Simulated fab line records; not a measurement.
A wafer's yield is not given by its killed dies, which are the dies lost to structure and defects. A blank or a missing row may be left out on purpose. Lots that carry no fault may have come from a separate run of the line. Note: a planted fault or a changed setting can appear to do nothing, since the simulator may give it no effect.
Problem report in the 8D (eight disciplines) form, filled by code -- flow n5 finfet -- the parts of the form that need people (team, actions taken, sign-off) are left out

1. WHAT WENT WRONG
oes product au at N5_FIN_SAQP_MANDREL_ETCH_58 reads a mean of 0.643 a.u. on 3 wafers of 2 lots; wafers without a fault read 0.702 a.u. with a standard deviation of 0.012. That is -4.9 standard deviations from the usual mean.
The step: etches a-Si in HBr/Cl2, stops on SiNx, target depth 45 nm, bt time 10 s, time 27 s.
First seen on wafer L521.4, day 6 18:51, on rie si-06. The record has a number at this step for 27 wafers belonging to 9 lots. By rule, "out" or "out of limits" means more than 4 standard deviations away from the usual mean. Any other wafer with a number is counted as sound.

2. WHAT IT IS, WHAT IT ISN'T
question,is,is not
which readings at this step,oes product au,"HBr_flow_sccm, drypump motor current A, throttle valve pct"
which lots,"L521, L522","L502, L503, L505, L513, L515, L520, L525"
which wafers of those lots,"L521.4, L522.2, L522.6","L521.2, L521.6, L522.5"
read on which tools,rie si-06,rie si-05
when,from day 6 18:51,"up to then (20 sound wafers); but 4 sound wafers of L522, L525 came after"

3. SUSPECTS, AND WHAT RULES EACH OUT
Counting: any tool at a process step up to the reading remains a suspect provided it ran every lot that is out. Sound lots after the first of them don't rule it out here, since some wafers of a struck lot are sound.
- pecvd-04 at N5_FIN_SAQP_PECVD_47 (deposits a-Si from SiH4/He, target thk 45 nm, time 36.3 s): kept. It ran every lot that is out, first L521 (day 6 15:47); its last sound lot up to then is L505 (day 2 15:19).
- vapor etch-01 at N5_FIN_SAQP_RECESS_75 (chemistry HF/NH3, target SiO2, target depth 14.4 nm, afs cycles 3, sublimation time 60 s): kept. It ran every lot that is out, first L521 (day 6 17:14); its last sound lot up to then is L520 (day 6 10:59).
- rie si-06 at N5_FIN_SAQP_MANDREL_ETCH_58 (etches a-Si in HBr/Cl2, stops on SiNx, target depth 45 nm, bt time 10 s, time 27 s): kept. It ran every lot that is out, first L521 (day 6 18:51); its last sound lot up to then is L520 (day 6 12:29). On those wafers its own readings are out: oes product au.
- Within pecvd-04 at N5_FIN_SAQP_PECVD_47: the wafers that are out ran in chamber 1; their sound lot-mates ran in chambers 0, 2.
- At N5_FIN_SAQP_RECESS_75 on vapor etch-01, chamber 0 took the sound wafers of the same lots and chamber 1 took the wafers that are out.
Still standing after the count: pecvd-04 at N5_FIN_SAQP_PECVD_47, vapor etch-01 at N5_FIN_SAQP_RECESS_75, rie si-06 at N5_FIN_SAQP_MANDREL_ETCH_58.

4. THE CAUSE (what the simulator had put in)
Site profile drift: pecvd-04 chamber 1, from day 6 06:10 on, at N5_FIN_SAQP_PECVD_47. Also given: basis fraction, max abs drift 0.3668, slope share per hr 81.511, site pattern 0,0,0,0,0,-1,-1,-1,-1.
This tool is one of the 3 suspects left after counting.

5. SEQUENCE OF EFFECTS, ordered by route
One row per reading whose mean, taken over the struck wafers that have a number, lies over 3 standard deviations from the usual. Scope: only readings with a usual standard deviation given in the record; hours: median across lots of the time from each lot's start at the first step in this table that gives one to its start at this step; sigmas: change in usual standard deviations.
hours,step,reading,usual,on struck wafers,change,sigmas
0,N5_FIN_SAQP_MANDREL_ETCH_58,oes product au,0.702 a.u.,0.643,-0.059,-4.9
It contains these process steps:
- N5_FIN_SAQP_MANDREL_ETCH_58: etches a-Si in HBr/Cl2, stops on SiNx, target depth 45 nm, bt time 10 s, time 27 s.
At these later measuring or inspecting steps, every struck wafer for which the step has a row has a number for every such reading, and none has moved that far: N5_BEOL_M4_RC_MEAS_101.

6. HOW IT WOULD HAVE BEEN CAUGHT EARLIER
13 hours passed between the start of the fault at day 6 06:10 and the first reading out of limits in this record, taken at day 6 18:51.
No tool reading at N5_FIN_SAQP_PECVD_47 that has a usual standard deviation in the record was out on any struck wafer, so an alarm limit of 4 standard deviations on those readings would not have fired.
Among the 2 lots that are out, L522 began N5_FIN_SAQP_PECVD_47 on pecvd-04 after day 6 18:51. A hold on the tool at that time would have spared it.
